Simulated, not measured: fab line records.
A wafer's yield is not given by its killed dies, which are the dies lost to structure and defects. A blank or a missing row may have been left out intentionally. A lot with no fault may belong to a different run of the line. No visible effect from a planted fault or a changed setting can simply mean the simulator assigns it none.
fab line records	flow n5Finfet	part 2 of 2: steps 5 to 6 of 6
record lots=20	wafers=60	lastDay=19
route steps=1938 shown BEOL_M3@1012 BEOL_M4@1037
lots with no fault: from the same line, run without faults
startH: hours from the record's first day to the start of the lot's first wafer shown	waitH: hours elapsed since this lot's preceding step	" as in the row above	L1.1+2: a single row standing in for several wafers	- no value, or no start given	* or withheld: withheld	< > ~ a bound
route shown NAME@n: names a module that has steps shown in the file, with the first one's number in the route	usual: mean and standard deviation over wafers with no fault	same: alike in all rows	chamber/n: place in a boat	sites: each site's reading	_std_site: standard deviation of those values	_edge_site: mean of outer sites minus mean of inner sites	radiusMm: how far each site lies from the wafer's centre	mask NAME#n: copy n	behind: the tool/chamber that last shaped the wafer	hold: cause of the lot's hold/its duration in hours/its outcome	device: the n, p or np transistor that did not switch	end of line: the tests these same wafers got at the end of their route	for a step that has no rows: nothing shown but its recipe	killed: dies lost to structure and defects at the first sort, not the wafer's yield	map: dies across one wafer; x = killed, . = not, _ = none there
set.NAME: the setting the step ran with; set.NAME@STEP: the setting that earlier step ran with	model.NAME: the simulator's own value behind a step, which no gauge read
a sample of lots followed through the steps of the route, with each step as a table and each wafer as a row
services: the hour from which a tool's chamber was out of use, counted from the record's first day as startH (under 0 if before that day), plus the number of hours and why
## steps
# step N5_BEOL_M4_VIA_ETCH_34
# recipe chemistry=C4F6/O2	targetDepthA=694	maskMaterial=SOC	pressureMtorr=15	ionEnergyEv=250	taperDeg=4	timeS=65.9	sourceW=350	biasW=170	Ar_flow_sccm=300	C4F6_flow_sccm=10	O2_flow_sccm=10
# usual drypumpMotorCurrentA=5.71/0.27	oesProductAu=0.84/0.081	rfFwdPowerW=346.8/1.6	rfVppV=672/13	showerheadPlenumPTorr=2.90/0.1	throttleValvePct=30.71/0.26
lot.wafer	tool	chamber	startH	waitH	drypumpMotorCurrentA	oesProductAu	rfFwdPowerW	rfHoursCounterH	rfVppV	showerheadPlenumPTorr	throttleValvePct
L075.2	rieDiel-06	0	171.09	0.0	5.58	0.86	346.1	50	663	3.00	30.77
L075.3	"	1	"	"	5.60	0.85	346.6	76	679	2.78	30.70
L075.5	"	0	"	"	5.57	0.85	347.2	-	663	3.00	30.74
L074.2	rieDiel-06	1	176.07	0.0	5.61	0.85	345.0	77	678	2.78	30.71
L074.3	"	2	"	"	5.74	0.88	343.6	38	690	3.03	30.58
L074.6	"	0	"	"	5.60	0.86	348.9	-	665	3.00	30.77
L076.1	rieDiel-05	1	182.34	0.0	5.81	0.92	349.6	15	666	2.91	30.17
L076.4	"	0	"	"	5.56	0.78	348.1	-	665	2.85	30.32
L076.5	"	2	"	"	6.14	0.84	348.0	-	657	2.87	30.90
L077.3	rieDiel-06	0	191.13	0.0	5.58	0.84	347.6	57	663	2.99	30.78
L077.5	"	0	"	"	5.58	0.84	349.4	-	664	2.99	30.76
L077.6	"	2	"	"	5.76	0.87	344.8	-	688	3.03	30.61
L078.1	rieDiel-04	0	191.25	0.0	5.41	0.67	346.8	235	674	2.82	30.82
L078.2	"	3	"	"	6.03	0.89	347.2	49	694	3.02	30.90
L078.3	"	1	"	"	6.08	0.95	346.1	13	663	2.89	30.49
L079.2	rieDiel-05	1	206.87	0.0	5.81	0.89	348.6	25	666	2.90	30.17
L079.4	"	1	"	"	5.81	0.89	347.6	-	666	2.90	30.18
L079.6	"	0	"	"	5.55	0.76	348.0	-	665	2.84	30.33
L082.4	rieDiel-04	3	225.08	0.0	6.02	0.87	347.7	59	694	3.01	30.93
L082.5	"	1	"	"	6.07	0.92	347.7	-	664	2.89	30.51
L082.6	"	0	"	"	5.43	0.66	347.6	-	675	2.81	30.85
L081.2	rieDiel-04	3	228.64	0.0	6.01	0.85	346.6	60	693	3.01	30.91
L081.3	"	2	"	"	5.44	0.67	347.4	234	657	2.69	31.38
L081.5	"	0	"	"	5.43	0.66	348.7	-	676	2.81	30.84
L080.1	rieDiel-06	3	233.47	0.0	5.27	0.97	343.4	9	654	2.92	30.35
L080.2	"	1	"	"	5.61	0.83	345.1	94	676	2.77	30.73
L080.6	"	3	"	"	5.28	0.98	344.8	-	653	2.92	30.34
L084.1	rieDiel-04	1	237.71	0.0	6.06	0.92	345.2	26	662	2.89	30.50
L084.4	"	0	"	"	5.45	0.66	345.3	250	675	2.81	30.83
L084.6	"	0	"	"	5.41	0.66	347.2	-	678	2.81	30.82
L083.2	rieDiel-04	1	241.13	0.0	6.04	0.92	346.3	28	663	2.88	30.50
L083.3	"	3	"	"	6.01	0.85	348.5	64	693	3.01	30.92
L083.5	"	1	"	"	6.08	0.91	348.1	-	664	2.88	30.53
L085.2	rieDiel-06	0	244.04	0.0	5.60	0.83	347.4	72	663	2.99	30.78
L085.3	"	2	"	"	5.74	0.84	344.9	60	690	3.02	30.62
L085.6	"	2	"	"	5.75	0.84	345.0	-	690	3.02	30.61
L086.2	rieDiel-04	1	256.23	0.0	6.00	0.90	347.1	34	663	2.88	30.53
L086.3	"	0	"	"	5.48	0.97	347.4	1	676	2.81	30.57
L086.4	"	2	"	"	5.46	0.66	348.4	244	656	2.69	31.38
L087.1	rieDiel-06	0	277.11	0.0	5.58	0.82	347.1	82	666	2.98	30.80
L087.2	"	3	"	"	5.29	0.93	344.3	25	654	2.91	30.35
L087.6	"	0	"	"	5.58	0.81	347.5	-	664	2.98	30.80
L091.3	rieDiel-06	3	280.37	0.0	5.28	0.92	344.7	25	655	2.91	30.33
L091.4	"	0	"	"	5.59	0.81	347.1	83	664	2.98	30.80
L091.6	"	2	"	"	5.74	0.82	345.4	-	690	3.02	30.61
L092.4	rieDiel-06	2	306.54	0.0	5.76	0.81	342.3	85	689	3.01	30.63
L092.5	"	1	"	"	5.63	0.80	343.9	-	676	2.76	30.75
L092.6	"	2	"	"	5.76	0.81	343.0	-	688	3.01	30.64
L090.2	rieDiel-05	2	307.37	0.0	6.15	0.79	347.4	120	656	2.85	30.95
L090.3	"	1	"	"	5.82	0.83	348.4	62	663	2.88	30.21
L090.4	"	3	"	"	5.87	0.87	347.2	-	649	2.81	30.97
L093.1	rieDiel-05	3	313.45	0.0	5.96	0.87	348.4	36	651	2.80	30.98
L093.2	"	1	"	"	5.80	0.83	346.8	66	664	2.88	30.21
L093.4	"	2	"	"	6.15	0.78	347.1	-	656	2.85	30.96
L094.1	rieDiel-04	3	326.38	0.0	6.03	0.82	349.1	88	694	3.00	30.94
L094.2	"	0	"	"	5.38	0.91	344.0	19	674	2.80	30.59
L094.3	"	2	"	"	5.45	0.97	347.3	3	666	3.03	30.91
L095.1	rieDiel-06	3	326.53	0.0	5.28	0.89	345.7	45	654	2.91	30.36
L095.4	"	1	"	"	5.60	0.79	347.6	130	676	2.76	30.75
L095.5	"	1	"	"	5.61	0.78	347.4	-	677	2.76	30.76
# step N5_BEOL_M4_STRIP_36
# recipe chemistry=N2/H2	powerW=450	tempC=40	pressureMtorr=20	rfFrequencyHz=6e+07	overashFraction=0.3	biasPowerW=7	h2Frac=0.5	n2FlowSccm=200	h2FlowSccm=200
# usual drypumpMotorCurrentA=5.72/0.26	oesProductAu=0.84/0.081	rfVppV=59.4/1.6	showerheadPlenumPTorr=2.59/0.094	throttleValvePct=23.6/0.32
lot.wafer	tool	chamber	startH	waitH	drypumpMotorCurrentA	oesProductAu	rfHoursCounterH	rfVppV	showerheadPlenumPTorr	throttleValvePct
L075.2	rieDiel-06	0	171.15	0.0	5.57	0.86	50	60.8	2.70	23.7
L075.3	"	1	"	"	5.62	0.83	76	57.5	2.47	23.7
L075.5	"	0	"	"	5.59	0.88	-	61.6	2.70	23.7
L074.2	rieDiel-06	1	176.13	0.0	5.62	0.84	77	58.6	2.47	23.8
L074.3	"	2	"	"	5.78	0.88	38	61.1	2.69	23.1
L074.6	"	0	"	"	5.60	0.85	-	54.9	2.70	23.7
L076.1	rieDiel-05	1	182.40	0.0	5.81	0.93	15	61.0	2.59	23.0
L076.4	"	0	"	"	5.62	0.79	-	59.4	2.55	23.3
L076.5	"	2	"	"	6.12	0.84	-	59.2	2.57	23.8
L077.3	rieDiel-06	0	191.19	0.0	5.61	0.84	57	59.9	2.70	23.7
L077.5	"	0	"	"	5.59	0.85	-	56.7	2.70	23.7
L077.6	"	2	"	"	5.77	0.88	-	58.6	2.69	23.1
L078.1	rieDiel-04	0	191.31	0.0	5.40	0.68	235	60.1	2.50	23.8
L078.2	"	3	"	"	6.02	0.88	49	57.0	2.70	23.7
L078.3	"	1	"	"	5.99	0.96	13	59.3	2.59	23.4
L079.2	rieDiel-05	1	206.93	0.0	5.81	0.91	25	59.2	2.59	23.0
L079.4	"	1	"	"	5.82	0.90	-	61.9	2.59	23.0
L079.6	"	0	"	"	5.58	0.75	-	61.0	2.54	23.3
L082.4	rieDiel-04	3	225.14	0.0	6.02	0.87	59	59.8	2.70	23.6
L082.5	"	1	"	"	6.07	0.94	-	60.0	2.59	23.5
L082.6	"	0	"	"	5.47	0.66	-	61.4	2.50	23.8
L081.2	rieDiel-04	3	228.70	0.0	6.04	0.86	60	58.8	2.70	23.7
L081.3	"	2	"	"	5.44	0.67	234	59.8	2.41	24.3
L081.5	"	0	"	"	5.47	0.67	-	61.2	2.49	23.8
L080.1	rieDiel-06	3	233.53	0.0	5.27	0.96	9	62.0	2.59	23.2
L080.2	"	1	"	"	5.61	0.82	94	58.0	2.46	23.8
L080.6	"	3	"	"	5.26	0.96	-	60.6	2.59	23.2
L084.1	rieDiel-04	1	237.77	0.0	6.04	0.93	26	58.4	2.59	23.4
L084.4	"	0	"	"	5.45	0.65	250	57.9	2.49	23.8
L084.6	"	0	"	"	5.43	0.66	-	61.2	2.49	23.8
L083.2	rieDiel-04	1	241.19	0.0	6.02	0.92	28	63.9	2.59	23.4
L083.3	"	3	"	"	6.03	0.87	64	59.8	2.70	23.7
L083.5	"	1	"	"	6.04	0.92	-	58.7	2.59	23.4
L085.2	rieDiel-06	0	244.10	0.0	5.59	0.83	72	57.3	2.69	23.7
L085.3	"	2	"	"	5.75	0.85	60	59.7	2.68	23.1
L085.6	"	2	"	"	5.73	0.85	-	59.6	2.68	23.0
L086.2	rieDiel-04	1	256.29	0.0	6.05	0.89	34	58.5	2.59	23.4
L086.3	"	0	"	"	5.46	0.96	1	57.7	2.49	23.5
L086.4	"	2	"	"	5.45	0.66	244	61.2	2.41	24.3
L087.1	rieDiel-06	0	277.17	0.0	5.61	0.82	82	57.7	2.69	23.7
L087.2	"	3	"	"	5.25	0.92	25	60.3	2.59	23.2
L087.6	"	0	"	"	5.65	0.82	-	56.8	2.69	23.7
L091.3	rieDiel-06	3	280.43	0.0	5.25	0.93	25	59.5	2.59	23.2
L091.4	"	0	"	"	5.62	0.81	83	58.9	2.69	23.7
L091.6	"	2	"	"	5.79	0.83	-	60.4	2.67	23.1
L092.4	rieDiel-06	2	306.60	0.0	5.73	0.82	85	59.3	2.67	23.1
L092.5	"	1	"	"	5.63	0.78	-	58.6	2.45	23.8
L092.6	"	2	"	"	5.75	0.82	-	61.0	2.67	23.1
L090.2	rieDiel-05	2	307.43	0.0	6.15	0.79	120	59.0	2.55	23.9
L090.3	"	1	"	"	5.81	0.83	62	57.1	2.57	23.0
L090.4	"	3	"	"	5.90	0.88	-	60.5	2.49	23.9
L093.1	rieDiel-05	3	313.52	0.0	5.93	0.87	36	60.9	2.49	23.9
L093.2	"	1	"	"	5.81	0.83	66	57.3	2.57	23.0
L093.4	"	2	"	"	6.16	0.79	-	57.9	2.55	23.8
L094.1	rieDiel-04	3	326.44	0.0	6.04	0.82	88	59.3	2.69	23.7
L094.2	"	0	"	"	5.44	0.91	19	62.1	2.48	23.5
L094.3	"	2	"	"	5.44	1.00	3	58.7	2.72	23.8
L095.1	rieDiel-06	3	326.59	0.0	5.28	0.89	45	59.2	2.58	23.3
L095.4	"	1	"	"	5.63	0.79	130	59.8	2.45	23.9
L095.5	"	1	"	"	5.62	0.78	-	59.1	2.45	23.8
## services
tool	chamber	startH	hours	kind
rtpAnneal-02	-	161.36	4.3	pm
rieDiel-06	3	172.28	-	clean
rieDiel-06	3	172.28	-	consumableReplace:focusRing
rieDiel-06	3	172.28	22.5	scheduledDown
rieDiel-06	3	172.28	22.5	ventCycle
aldSin-03	-	176.75	14.0	pm
aldSin-03	-	190.75	6.0	pm
aldSin-01	2	202.06	4.0	repair
aldSin-04	-	220.72	0.4	repair
aldSin-01	3	233.46	13.0	repair
aldSin-01	-	235.12	0.7	repair
aldSin-04	-	235.24	0.5	repair
rieDiel-05	-	238.15	0.8	repair
rieDiel-04	0	238.47	-	clean
rieDiel-04	0	238.47	-	consumableReplace:focusRing
rieDiel-04	0	238.47	12.6	scheduledDown
aldSin-03	3	245.65	11.3	repair
aldSin-04	-	247.46	2.7	repair
aldSin-04	-	269.04	14.0	pm
aldSin-01	3	281.96	2.0	repair
rieDiel-04	-	292.12	28.1	pm
aldSin-04	3	319.30	9.2	repair
aldSin-04	1	321.04	12.7	repair
rieDiel-04	1	326.00	10.0	repair
